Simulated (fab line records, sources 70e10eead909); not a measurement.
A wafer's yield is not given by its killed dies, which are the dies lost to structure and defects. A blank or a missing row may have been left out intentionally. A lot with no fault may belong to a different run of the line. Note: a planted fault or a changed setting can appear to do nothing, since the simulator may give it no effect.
The tool behind it: which one? -- flow nand harc -- 33 wafers from 11 lots sampled at 2 of the route's 1302 steps

WHAT THE GAUGES READ, wafer by wafer
NHARC_P_ZERO_WELL_CD_MEAS_37 targets a cd of 720 nm.
lot,measured,on,cd nm (nm)
L338,day 2 10:05,cd sem-03,719.9 719.6 720.1
L341,day 3 16:02,cd sem-01,722.8 720.4 721.9
L342,day 4 02:08,cd sem-02,718.5 718.9 718.4
L344,day 4 22:06,cd sem-03,720.0 719.6 719.0
L345,day 5 08:14,cd sem-02,719.6 718.8 717.7
L347,day 6 04:11,cd sem-02,718.2 717.2 717.4
L350,day 7 10:09,cd sem-03,783.6 782.3 782.2
L355,day 9 12:11,cd sem-01,721.6 721.6 721.4
L358,day 10 18:08,cd sem-02,719.6 720.1 719.2
L359,day 11 04:15,cd sem-03,718.4 718.7 720.0
L360,day 11 14:14,cd sem-02,721.4 720.5 721.9

EACH LOT AND THE TOOL THAT RAN IT (in order: tool; ch and the chambers of the sampled wafers; start)
lot,NHARC_P_ZERO_WELL_EXPOSE_34
L338,"krf scanner-02 ch 0, day 2 09:56"
L341,"krf scanner-04 ch 0, day 3 15:53"
L342,"krf scanner-01 ch 0, day 4 01:58"
L344,"krf scanner-01 ch 0, day 4 21:57"
L345,"krf scanner-04 ch 0, day 5 08:04"
L347,"krf scanner-02 ch 0, day 6 04:01"
L350,"krf scanner-02 ch 0, day 7 09:59"
L355,"krf scanner-01 ch 0, day 9 12:02"
L358,"krf scanner-01 ch 0, day 10 17:59"
L359,"krf scanner-02 ch 0, day 11 04:05"
L360,"krf scanner-04 ch 0, day 11 14:04"
- NHARC_P_ZERO_WELL_EXPOSE_34: exposes mask P PWELL, target cd 720 nm.

THE ANSWER, worked out from the rows above alone
Rule: the lots themselves supply what counts as usual. The widest of any qualifying gaps counts: lots, ordered by their means at a reading, are off when they make up no more than a third of the lots, leave a main group of 4 or more, and stand apart from it by 3 or more times the standard deviation of that group's means. If all means in a main group match to the digits the tables above print for the reading, that group is not used. A lot without any number at a reading at which 4 lots or more have one is off too. The other lots that the step has rows for count as sound.
Off: L350, at NHARC_P_ZERO_WELL_CD_MEAS_37 (cd nm). Main group: mean 719.7 nm, sd 1.3.
A tool fits if, at a process step before that reading, it ran every lot that is off, and no sound lot after the first of them. Those tools and the gauges at NHARC_P_ZERO_WELL_CD_MEAS_37 are tried in the same way. Not one of the candidates tried fits.

WHAT THE SIMULATOR HAD INSERTED
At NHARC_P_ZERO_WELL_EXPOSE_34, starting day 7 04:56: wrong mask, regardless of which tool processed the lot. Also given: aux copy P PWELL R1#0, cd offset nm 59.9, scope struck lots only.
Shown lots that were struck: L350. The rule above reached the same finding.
